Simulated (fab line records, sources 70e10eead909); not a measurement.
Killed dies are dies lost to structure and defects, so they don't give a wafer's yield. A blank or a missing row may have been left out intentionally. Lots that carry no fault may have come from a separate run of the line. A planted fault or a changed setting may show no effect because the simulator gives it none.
fab line records	flow nand_harc
record lots=6	wafers=18	last_day=31
route steps=1302 shown A_STAIRCASE@728
lots that met no fault: taken from a fault-free run of the same line
start_h: hours from the record's first day to the start of the lot's first wafer shown	wait_h: hours from the lot's prior step to this one	" as in the row above	L1.1+2: a single row standing in for several wafers	- either no value or no given start	* or withheld: withheld	< > ~ a bound
route shown NAME@n: a module of which the file shows steps, and the number in the route of the first	usual: mean/standard deviation of fault-free wafers	same: alike in all rows	chamber/n: place in a boat	sites: readings site by site	_std_site: the values' standard deviation	_edge_site: the outer-site mean with the inner-site mean subtracted	radius_mm: for every site, how far away it sits from the centre of the wafer	mask NAME#n: copy n	behind: the tool/chamber that last shaped the wafer	hold: why the lot went on hold/how many hours it stayed there/how the hold came to an end	device: names the non-switching transistor (n, p or np)	end of line: tests run on the same wafers once the route is complete	where a step has no rows: the recipe by itself	killed: count of dies lost to structure and defects at first sort (not the wafer's yield)	map: shows each die of a wafer: x if killed, . if not, _ if none is there
set.NAME: setting as actually run; set.NAME@STEP: the setting as run at that earlier step	model.NAME: the simulator's own value behind a step, which no gauge read
certain route steps with their lots: each step a table, each wafer a row
services: the hour from which a tool's chamber was out of use, counted from the record's first day as start_h (under 0 if before that day), plus the number of hours and why
## steps
# step NHARC_A_STAIRCASE_EXPOSE_214
# recipe na=0.5	dose_mj=31.26	mask_id=STAIR_3
# step NHARC_A_STAIRCASE_PEB_215
# recipe peb_temp_c=115	peb_time_s=130
# step NHARC_A_STAIRCASE_DEVELOP_216
# recipe time_s=140
# step NHARC_A_STAIRCASE_HARDBAKE_218
# recipe temp_c=120	time_s=140
# step NHARC_A_STAIRCASE_DESCUM_219
# recipe time_s=3	o2_flow_sccm=200	ar_flow_sccm=0	bias_power_w=0	chemistry=O2
# usual drypump_motor_current_A=5.8/0.49	oes_product_au=1.003/0.009	rf_vpp_V=58.0/0.97	showerhead_plenum_p_Torr=1.94/0.08	throttle_valve_pct=11.310/0.01
lot.wafer	tool	chamber	start_h	wait_h	drypump_motor_current_A	oes_product_au	rf_hours_counter_h	rf_vpp_V	showerhead_plenum_p_Torr	throttle_valve_pct
L189.1	rie_diel-13	3	387.38	-	6.4	0.999	13	58.3	1.82	11.297
L189.2	"	1	"	"	5.4	1.006	12	56.9	1.95	11.311
L189.5	"	2	"	"	5.1	1.003	-	58.8	1.98	11.318
L190.1	rie_diel-06	3	397.78	-	6.4	1.012	26	57.4	1.88	11.295
L190.4	"	0	"	"	5.8	1.009	25	58.6	1.92	11.299
L190.6	"	0	"	"	5.8	1.012	-	58.1	1.92	11.310
L195.2	rie_diel-06	2	440.28	-	5.2	0.987	35	59.0	2.05	11.316
L195.3	"	3	"	"	6.4	1.011	34	57.4	1.87	11.307
L195.5	"	1	"	"	6.0	0.995	-	57.2	1.95	11.292
L196.4	rie_diel-06	3	463.25	-	6.4	1.012	42	56.4	1.87	11.321
L196.2	"	0	"	"	5.8	1.008	41	59.3	1.92	11.323
L196.3	"	1	"	"	5.9	0.995	42	59.5	1.95	11.298
L197.2	rie_diel-09	3	466.49	-	6.0	1.010	48	56.5	1.76	11.311
L197.4	"	1	"	"	5.8	1.025	-	58.0	2.06	11.315
L197.6	"	3	"	"	6.0	1.014	-	57.0	1.76	11.309
L206.1	rie_diel-13	1	541.12	-	5.3	1.002	3	56.9	1.93	11.303
L206.4	"	3	"	"	6.4	0.990	6	57.2	1.80	11.301
L206.5	"	2	"	"	5.1	0.989	-	59.0	1.97	11.308
# step NHARC_A_STAIRCASE_TRIM_220
# recipe time_s=211.2	o2_flow_sccm=500	ar_flow_sccm=0	bias_w=0	chemistry=O2
# step NHARC_A_STAIRCASE_ETCH_221
# recipe target_depth_a=1000	time_s=40.5	ion_energy_ev=400	c4f8_flow_sccm=20	o2_flow_sccm=10	ar_flow_sccm=withheld	rf_w=600	bias_w=1000	chemistry=C4F8/O2
# usual oes_product_au=0.940/0.014	rf_vpp_V=897/4.9
lot.wafer	tool	chamber	start_h	wait_h	oes_product_au	rf_hours_counter_h	rf_vpp_V
L189.1	rie_diel-13	1	-	-	0.961	12	897
L189.2	"	3	"	"	0.944	13	890
L189.5	"	2	"	"	0.935	-	899
L190.1	rie_diel-06	1	-	-	0.936	24	898
L190.4	"	0	"	"	0.927	25	897
L190.6	"	2	"	"	0.929	-	904
L195.3	rie_diel-06	1	-	-	0.916	34	897
L195.2	"	3	"	"	0.939	34	894
L195.5	"	2	"	"	0.914	-	905
L196.4	rie_diel-06	0	-	-	0.928	41	897
L196.3	"	1	"	"	0.916	43	899
L196.2	"	2	"	"	0.916	44	905
L197.2	rie_diel-09	1	-	-	0.958	41	904
L197.4	"	2	"	"	0.945	-	894
L197.6	"	1	"	"	0.958	-	905
L206.4	rie_diel-13	2	-	-	0.927	6	900
L206.1	"	3	"	"	0.932	6	890
L206.5	"	0	"	"	0.936	-	902
# step NHARC_A_STAIRCASE_TRIM_222
# recipe time_s=211.2	o2_flow_sccm=500	ar_flow_sccm=0	bias_w=0	chemistry=O2
# usual drypump_motor_current_A=5.8/0.48	oes_product_au=1.001/0.01	rf_vpp_V=57.8/0.88	run_length_s=232.5/0.5	showerhead_plenum_p_Torr=3.57/0.14	throttle_valve_pct=17.038/0.0099
lot.wafer	tool	chamber	start_h	wait_h	drypump_motor_current_A	oes_product_au	rf_hours_counter_h	rf_vpp_V	run_length_s	showerhead_plenum_p_Torr	throttle_valve_pct
L189.2	rie_diel-13	2	-	-	5.1	0.993	13	58.1	232.9	3.65	17.034
L189.1	"	0	"	"	5.1	0.991	12	57.3	232.5	3.74	17.040
L189.5	"	2	"	"	5.1	0.995	-	58.7	232.6	3.65	17.021
L190.4	rie_diel-06	0	-	-	5.8	1.012	25	57.8	231.9	3.55	17.036
L190.1	"	3	"	"	6.4	1.016	26	55.8	232.6	3.46	17.042
L190.6	"	0	"	"	5.8	1.000	-	57.2	232.0	3.54	17.027
L195.3	rie_diel-06	1	-	-	5.9	1.007	34	58.1	232.4	3.60	17.068
L195.2	"	2	"	"	5.2	1.001	36	57.9	232.9	3.76	17.047
L195.5	"	2	"	"	5.2	0.985	-	58.8	232.9	3.76	17.033
L196.3	rie_diel-06	1	-	-	6.0	0.993	43	59.1	231.8	3.59	17.031
L196.4	"	3	"	"	6.4	1.010	42	56.1	232.8	3.46	17.028
L196.2	"	0	"	"	5.8	1.014	41	57.3	232.2	3.54	17.047
L197.2	rie_diel-09	1	-	-	5.8	1.016	41	58.3	233.4	3.78	17.041
L197.4	"	2	"	"	6.2	0.998	-	59.1	232.8	3.49	17.040
L197.6	"	3	"	"	6.0	1.012	-	56.6	232.3	3.27	17.045
L206.4	rie_diel-13	0	-	-	5.1	0.990	6	58.2	232.0	3.71	17.024
L206.1	"	2	"	"	5.1	0.989	6	56.9	232.8	3.62	17.010
L206.5	"	0	"	"	5.1	0.987	-	58.2	232.3	3.71	17.037
# step NHARC_A_STAIRCASE_ETCH_223
# recipe target_depth_a=1000	time_s=40.5	ion_energy_ev=400	c4f8_flow_sccm=20	o2_flow_sccm=10	ar_flow_sccm=withheld	rf_w=600	bias_w=1000	chemistry=C4F8/O2
# usual oes_product_au=0.942/0.01	rf_vpp_V=898/5.1
lot.wafer	tool	chamber	start_h	wait_h	oes_product_au	rf_hours_counter_h	rf_vpp_V
L189.1	rie_diel-13	2	-	-	0.942	14	899
L189.2	"	0	"	"	0.942	12	903
L189.5	"	1	"	"	0.931	-	898
L190.1	rie_diel-06	0	-	-	0.928	25	896
L190.4	"	2	"	"	0.933	25	903
L190.6	"	3	"	"	0.933	-	894
L195.3	rie_diel-06	1	-	-	0.928	34	898
L195.2	"	3	"	"	0.942	34	893
L195.5	"	2	"	"	0.928	-	903
L196.2	rie_diel-06	0	-	-	0.946	41	895
L196.3	"	1	"	"	0.923	43	898
L196.4	"	2	"	"	0.920	44	903
L197.2	rie_diel-09	3	-	-	0.952	48	886
L197.6	"	3	"	"	0.953	-	886
L197.4	"	1	"	"	0.965	-	904
L206.4	rie_diel-13	3	-	-	0.936	6	890
L206.1	"	0	"	"	0.930	6	903
L206.5	"	3	"	"	0.926	-	889
# step NHARC_A_STAIRCASE_TRIM_224
# recipe time_s=211.2	o2_flow_sccm=500	ar_flow_sccm=0	bias_w=0	chemistry=O2
# usual drypump_motor_current_A=5.8/0.49	oes_product_au=1.003/0.0087	rf_vpp_V=57.8/0.92	run_length_s=232.5/0.5	showerhead_plenum_p_Torr=3.56/0.14	throttle_valve_pct=17.036/0.0088
lot.wafer	tool	chamber	start_h	wait_h	drypump_motor_current_A	oes_product_au	rf_hours_counter_h	rf_vpp_V	run_length_s	showerhead_plenum_p_Torr	throttle_valve_pct
L189.2	rie_diel-13	0	-	-	5.1	1.006	12	57.8	232.3	3.74	17.040
L189.1	"	1	"	"	5.4	0.991	13	58.7	232.4	3.59	17.026
L189.5	"	0	"	"	5.1	0.993	-	56.8	232.2	3.74	17.033
L190.1	rie_diel-06	1	-	-	6.0	1.001	24	58.0	231.9	3.60	17.042
L190.4	"	2	"	"	5.2	1.007	25	59.5	233.2	3.77	17.039
L190.6	"	0	"	"	5.9	1.007	-	58.2	232.0	3.54	17.038
L195.3	rie_diel-06	0	-	-	5.9	0.999	34	58.6	231.9	3.54	17.018
L195.2	"	2	"	"	5.2	1.000	36	57.2	233.3	3.76	17.030
L195.5	"	3	"	"	6.5	1.021	-	57.4	233.2	3.46	17.039
L196.3	rie_diel-06	3	-	-	6.5	1.021	42	58.0	232.5	3.45	17.031
L196.2	"	1	"	"	6.0	1.002	43	59.2	231.9	3.59	17.024
L196.4	"	2	"	"	5.2	0.983	44	60.0	233.2	3.76	17.027
L197.2	rie_diel-09	3	-	-	6.0	1.004	48	57.0	232.1	3.27	17.042
L197.6	"	1	"	"	5.8	1.016	-	58.0	233.0	3.78	17.019
L197.4	"	2	"	"	6.2	0.995	-	56.7	232.2	3.49	17.038
L206.1	rie_diel-13	1	-	-	5.4	0.993	3	58.3	232.4	3.56	17.038
L206.4	"	0	"	"	5.1	0.998	6	56.7	232.9	3.71	17.033
L206.5	"	2	"	"	5.1	0.997	-	56.9	232.9	3.62	17.046
# step NHARC_A_STAIRCASE_ETCH_225
# recipe target_depth_a=1000	time_s=40.5	ion_energy_ev=400	c4f8_flow_sccm=20	o2_flow_sccm=10	ar_flow_sccm=withheld	rf_w=600	bias_w=1000	chemistry=C4F8/O2
# step NHARC_A_STAIRCASE_TRIM_226
# recipe time_s=211.2	o2_flow_sccm=500	ar_flow_sccm=0	bias_w=0	chemistry=O2
# usual drypump_motor_current_A=5.8/0.48	oes_product_au=1.001/0.0093	rf_vpp_V=57.9/0.95	run_length_s=232.5/0.52	showerhead_plenum_p_Torr=3.57/0.13	throttle_valve_pct=17.036/0.009
lot.wafer	tool	chamber	start_h	wait_h	drypump_motor_current_A	oes_product_au	rf_hours_counter_h	rf_vpp_V	run_length_s	showerhead_plenum_p_Torr	throttle_valve_pct
L189.2	rie_diel-13	2	388.20	-	5.1	1.009	14	58.4	232.6	3.65	17.049
L189.1	"	0	"	"	5.1	0.998	13	57.0	232.0	3.74	17.044
L189.5	"	2	"	"	5.1	1.010	-	58.5	232.3	3.65	17.030
L190.4	rie_diel-06	0	398.89	-	5.8	1.008	26	56.6	232.4	3.54	17.030
L190.1	"	1	"	"	6.0	0.997	24	58.0	232.2	3.60	17.029
L190.6	"	3	"	"	6.4	1.003	-	59.4	232.7	3.46	17.025
L195.2	rie_diel-06	1	441.06	-	5.9	0.989	34	58.6	300.6	3.60	17.035
L195.3	"	3	"	"	6.4	1.000	35	58.6	301.3	3.46	17.043
L195.5	"	0	"	"	5.8	1.000	-	58.4	300.6	3.54	17.043
L196.2	rie_diel-06	1	464.54	-	6.0	0.998	43	58.3	300.8	3.59	17.033
L196.4	"	2	"	"	5.2	0.986	44	58.1	301.7	3.76	17.026
L196.3	"	3	"	"	6.4	1.015	42	56.9	301.5	3.46	17.029
L197.2	rie_diel-09	1	467.42	-	5.8	1.019	41	59.2	232.9	3.78	17.040
L197.6	"	3	"	"	6.0	1.008	-	56.7	232.3	3.27	17.039
L197.4	"	1	"	"	5.8	1.018	-	57.5	233.2	3.78	17.041
L206.1	rie_diel-13	3	542.05	-	6.4	0.984	6	57.1	231.9	3.33	17.026
L206.4	"	0	"	"	5.1	0.998	6	58.3	232.6	3.71	17.041
L206.5	"	2	"	"	5.1	0.981	-	58.4	232.6	3.62	17.038
# step NHARC_A_STAIRCASE_ETCH_227
# recipe target_depth_a=1000	time_s=40.5	ion_energy_ev=400	c4f8_flow_sccm=20	o2_flow_sccm=10	ar_flow_sccm=withheld	rf_w=600	bias_w=1000	chemistry=C4F8/O2
## services
tool	chamber	start_h	hours	kind
rie_diel-06	0	365.94	-	clean
rie_diel-06	1	365.94	-	clean
rie_diel-06	2	365.94	-	clean
rie_diel-06	3	365.94	-	clean
rie_diel-06	0	390.44	-	clean
rie_diel-06	1	390.44	-	clean
rie_diel-06	2	390.44	-	clean
rie_diel-06	3	390.44	-	clean
rie_diel-09	2	403.14	7.8	repair
rie_diel-06	0	414.94	-	clean
rie_diel-06	1	414.94	-	clean
rie_diel-06	2	414.94	-	clean
rie_diel-06	3	414.94	-	clean
rie_diel-06	3	422.45	7.5	repair
rie_diel-06	-	425.03	0.3	repair
rie_diel-09	2	427.96	6.4	repair
rie_diel-13	3	438.47	4.7	repair
rie_diel-06	2	442.72	2.9	repair
rie_diel-09	0	459.93	16.0	repair
rie_diel-13	-	478.05	0.4	repair
rie_diel-06	-	484.85	9.0	pm
rie_diel-09	-	497.23	9.0	pm
rie_diel-13	-	520.51	9.0	pm
rie_diel-13	1	534.71	5.6	repair
## key
first_sign step=NHARC_A_STAIRCASE_TRIM_226	reading=run_length_s	direction=up	sigmas=99+	usual=*	struck=*
effect none on later readings
met_at NHARC_A_STAIRCASE_TRIM_226
struck_wafers L195.2,L195.3,L195.5,L196.2,L196.3,L196.4
later_rows_left_out L195.2,L195.3,L195.5,L196.2,L196.3,L196.4
sort_left_out L195.2,L195.3,L195.5,L196.2,L196.3,L196.4
tester_left_out L195,L196
onset_between 398.89 441.06
earlier_fault kind=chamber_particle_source	tool=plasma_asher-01	chamber=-	onset_h=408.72	steps=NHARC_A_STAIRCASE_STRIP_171	rate_per_visit_cm2=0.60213
earlier_fault kind=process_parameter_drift	tool=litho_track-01	chamber=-	onset_h=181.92	steps=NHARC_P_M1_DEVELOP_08	channel=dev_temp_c	offset=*	shape=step	acts_in=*	stated=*
fault kind=process_parameter_drift	tool=rie_diel-06	chamber=-	onset_h=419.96	steps=NHARC_A_STAIRCASE_TRIM_226	channel=time_s	offset=*	shape=step	acts_in=*	stated=*
# tester_left_out: of these lots the tester's yield and bins aren't shown, on N5 and GAA mostly nor the transistor test; their killed dies are dies lost to structure and defects alone, not to doping, threshold or leakage, so they don't give the yield
# sort_left_out: the simulated sort isn't trusted on such a fault, so these wafers' sort isn't shown, and their yield isn't known
# later_rows_left_out: the simulator's readings of these wafers behind a module that went badly wrong aren't trusted and aren't shown, but for the sort
